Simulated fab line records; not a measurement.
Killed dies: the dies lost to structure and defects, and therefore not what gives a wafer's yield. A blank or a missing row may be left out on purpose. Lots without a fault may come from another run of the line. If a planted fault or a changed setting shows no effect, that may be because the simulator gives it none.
Struck lot and sound lot, side by side | flow nandHarc | 15 steps out of a route of 1302
Sound: wafers L243.2, L243.3, L243.4. Struck: wafer L256.1; the same lot's L256.2 was not struck, so it is left out; see the end for the cause.
For every step that has rows: the tool of each side, followed by ch and its chambers, followed by its first start. Under that, the readings that differ: sound wafers | struck wafers | difference of the means | sigmas: that difference in standard deviations of wafers without a fault.
alike: a reading whose means differ by less than 2 such deviations, as well as words and numbers matching on both sides. not compared: withheld readings; readings where some wafer has no value; bounds like >300 that might hide an equal value; numbers whose values overlap and for which the record gives no deviation.
The two part at a step that has a row with sigmas, a row that says differs or no value, or rows on one side only. Numbers that don't overlap but have no deviation are shown without sigmas and don't part them. A reading missing from all wafers of one side parts the sides only when that side holds two or more wafers.

NHARC_A_CONTACT_INSPECT_10:
  sound: defectInspect-01 at day 26 11:43; struck: defectInspect-01 at day 32 16:59
reading        | sound       | struck | difference | sigmas
rawDefectCount | 144 100 117 | 13     | -107       | -3
then, 2 steps without rows for these wafers: NHARC_A_CONTACT_DESCUM_13 (chemistry O2, time 3 s); NHARC_A_CONTACT_ETCH_88 (etches the open film in CF4, target depth 39 nm, time 65 s).
NHARC_A_CONTACT_ETCH_89: etches the open film in N2/H2, target depth 260 nm, time 475.3 s.
  sound: rieDiel-09 ch 0,2,3; struck: rieDiel-03 ch 3
reading             | sound       | struck | difference | sigmas
rfHoursCounterH (h) | 32 37 36    | 21     | -14        | 
rfVppV (V)          | 431 434 430 | 425    | -7         | -2
  alike: drypumpMotorCurrentA, oesProductAu, runLengthS, showerheadPlenumPTorr, throttleValvePct
NHARC_A_CONTACT_ETCH_30: etches the open film in CF4/CHF3, target depth 72.6 nm, time 36.3 s.
  sound: rieDiel-09 ch 0,2,3; struck: rieDiel-03 ch 3
reading             | sound    | struck | difference | sigmas
rfHoursCounterH (h) | 37 36 33 | 22     | -13        | 
  alike: drypumpMotorCurrentA, oesProductAu, rfVppV, runLengthS, showerheadPlenumPTorr, throttleValvePct
NHARC_A_CONTACT_ETCH_31: etches the open film in O2/COS, target depth 2800 nm, time 728 s.
  sound: rieDiel-09 ch 0,1,3; struck: rieDiel-03 ch 3
reading                      | sound             | struck | difference | sigmas
rfHoursCounterH (h)          | 37 33 32          | 22     | -12        | 
rfVppV (V)                   | 318.8 315.1 316.4 | 310.7  | -6.1       | -3
showerheadPlenumPTorr (Torr) | 3.35 3.09 3.33    | 2.88   | -0.38      | -2
  alike: drypumpMotorCurrentA, oesProductAu, runLengthS, throttleValvePct
then, 2 steps without rows for these wafers: NHARC_A_CONTACT_ETCH_134 (etches the open film in C4F8/O2/Ar, time 140 s, target depth 700 nm); NHARC_A_CONTACT_ETCH_135 (etches the open film in C4F8/O2/Ar, time 311 s, target depth 1912 nm).
NHARC_A_CONTACT_ETCH_136: etches the open film in C4F8/O2/Ar, time 311 s, target depth 1912 nm.
  sound on harCapEtch-02 ch 0,1, day 26 14:01; struck on harCapEtch-01 ch 1, day 32 19:46
  not compared: rfHoursCounterH, runLengthS
then, 3 steps without rows for these wafers: NHARC_A_CONTACT_ETCH_137 (etches the open film in C4F8/O2/Ar, time 311 s, target depth 1912 nm); NHARC_A_CONTACT_ETCH_138 (etches the open film in C4F8/O2/Ar, time 311 s, target depth 1914 nm); NHARC_A_CONTACT_ETCH_139 (etches the open film in C4F8/O2/Ar, time 195 s, target depth 840 nm).
NHARC_A_CONTACT_ETCH_92: etches the open film in CH3F/O2, target depth 40 nm, time 85.7 s.
  sound on rieDiel-03 ch 0,2,3, day 26 15:21; struck on rieDiel-03 ch 2, day 32 21:08
reading              | sound                | struck | difference | sigmas
rfHoursCounterH (h)  | 22 23 22             | 20     | -2         | 
runLengthS (s)       | 106.7 107.1 107.1    | 78.6   | -28.4      | -64
throttleValvePct (%) | 20.660 20.647 20.664 | 20.680 | +0.023     | +2
  alike: drypumpMotorCurrentA, oesProductAu, rfVppV, showerheadPlenumPTorr
NHARC_A_CONTACT_ETCH_98: etches the open film in C4F6/O2, target depth 20 nm, time 10 s.
  sound: rieDiel-03 ch 0,2,3; struck: rieDiel-03 ch 2
reading             | sound    | struck | difference | sigmas
rfHoursCounterH (h) | 23 22 22 | 20     | -2         | 
  alike: drypumpMotorCurrentA, oesProductAu, rfVppV, runLengthS, showerheadPlenumPTorr, throttleValvePct
NHARC_END_SORT_01:
  the record has rows for the sound wafers here (prober-01 ch 0, day 28 12:52) and none for the struck ones

WHERE THEY PART
Last at NHARC_END_SORT_01 as far as this record goes, first at NHARC_A_CONTACT_INSPECT_10.

WHY: whatever the simulator had introduced
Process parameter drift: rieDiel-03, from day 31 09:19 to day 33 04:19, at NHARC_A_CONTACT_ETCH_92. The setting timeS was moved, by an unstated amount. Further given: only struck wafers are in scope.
